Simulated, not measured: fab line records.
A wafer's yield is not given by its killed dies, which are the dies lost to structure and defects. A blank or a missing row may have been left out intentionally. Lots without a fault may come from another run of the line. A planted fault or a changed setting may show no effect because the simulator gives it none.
Lot-split experiment + flow n5_finfet + route with 1938 steps; 7 lots, 21 wafers read

## THE SPLIT
At N5_MOL_CONTACT_COAG_COAT_62 (time 60 s, resist thk 60 nm), the setting spin_rpm was moved away from the recipe's 1500 rpm on 6 of the 21 wafers read, by -8.0% to +10.6%. This setting was run at the recipe's value on the other wafers.

The reading is taken at the split's own step.

## THE READING
SOC_of_MOL_CONTACT_COAG_COAT_62.thk_nm (the simulator's own value, which no gauge read), in nm, at N5_MOL_CONTACT_COAG_COAT_62 (time 60 s, resist thk 60 nm). The file does not state a usual value for it. The 15 wafers here that ran the recipe average 60.1 nm, standard deviation 0.11 nm.

| wafer  | tool, chamber at the split | spin_rpm as run, rpm | against the recipe | SOC_of_MOL_CONTACT_COAG_COAT_62.thk_nm, nm | against lot-mates on the recipe |
|--------|----------------------------|----------------------|--------------------|--------------------------------------------|---------------------------------|
| L079.1 | litho_track-05, 0          | 1380                 | -8.0%              | 62.8                                       | +2.8                            |
| L079.5 | litho_track-05, 0          | 1500                 | recipe             | 60                                         | -                               |
| L079.6 | litho_track-05, 0          | 1500                 | recipe             | 60                                         | -                               |
| L081.1 | litho_track-04, 0          | 1659                 | +10.6%             | 56.8                                       | -3.2                            |
| L081.5 | litho_track-04, 0          | 1659                 | +10.6%             | 56.8                                       | -3.2                            |
| L081.2 | litho_track-04, 0          | 1500                 | recipe             | 60                                         | -                               |
| L084.1 | litho_track-04, 0          | 1500                 | recipe             | 59.8                                       | -                               |
| L084.2 | litho_track-04, 0          | 1500                 | recipe             | 60                                         | -                               |
| L084.4 | litho_track-04, 0          | 1649                 | +9.9%              | 57.2                                       | -2.7                            |
| L087.2 | litho_track-04, 0          | 1500                 | recipe             | 60                                         | -                               |
| L087.3 | litho_track-04, 0          | 1456                 | -2.9%              | 61                                         | +1.0                            |
| L087.4 | litho_track-04, 0          | 1456                 | -2.9%              | 61                                         | +1.0                            |
| L091.2 | litho_track-05, 0          | 1500                 | recipe             | 60                                         | -                               |
| L091.3 | litho_track-05, 0          | 1500                 | recipe             | 60.2                                       | -                               |
| L091.5 | litho_track-05, 0          | 1500                 | recipe             | 60.2                                       | -                               |
| L093.2 | litho_track-04, 0          | 1500                 | recipe             | 60                                         | -                               |
| L093.4 | litho_track-04, 0          | 1500                 | recipe             | 60                                         | -                               |
| L093.6 | litho_track-04, 0          | 1500                 | recipe             | 60.2                                       | -                               |
| L096.1 | litho_track-03, 0          | 1500                 | recipe             | 60                                         | -                               |
| L096.2 | litho_track-03, 0          | 1500                 | recipe             | 60.2                                       | -                               |
| L096.5 | litho_track-03, 0          | 1500                 | recipe             | 60.2                                       | -                               |

THE FIT
A straight line over all 21 wafers: SOC_of_MOL_CONTACT_COAG_COAT_62.thk_nm changes by -0.31 nm for each +1% of spin_rpm; r = -1.00; the points scatter about the line by 0.13 nm.
The same after taking each lot's own level away (the mean of its wafers on the recipe; 21 wafers): -0.306 nm for each +1%; r = -1.00; scatter 0.13 nm.
That fit puts the effect of the largest move of spin_rpm on the reading at 3.2 nm.
Measured against the standard deviation above, the lots' own levels, which go from 59.90 to 60.13 nm, span 2.0 times it.
The two slopes are in agreement: the lot-to-lot level therefore moves the slope only a little.
Check: -3.19 nm against its lot-mates is what the line predicts for one of the wafers moved furthest among these (+10.6%) when that wafer is left out of the fit. Against them it came out at -3.2 nm.

## OTHER SPLITS APPLIED TO THESE WAFERS
Note: prior to the reading, these wafers also went through further splits. Each is held against what the fit with the lots' levels taken away leaves over:
| other split on the same wafers       | wafers away from the commonest value | r with SOC_of_MOL_CONTACT_COAG_COAT_62.thk_nm (lot level and that fit taken away) |
|--------------------------------------|--------------------------------------|-----------------------------------------------------------------------------------|
| N5_GATE_CUT_EXPOSE_10 dose_mj        | 7                                    | +0.04                                                                             |
| N5_GATE_CUT_DESCUM_18 time_s         | 9                                    | -0.48                                                                             |
| N5_MOL_CONTACT_COAG_ETCH_15 source_w | 6                                    | -0.05                                                                             |

## FILE'S OWN FIT
SOC_of_MOL_CONTACT_COAG_COAT_62.thk_nm changes by -0.303 nm for each +1% of spin_rpm, r = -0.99.
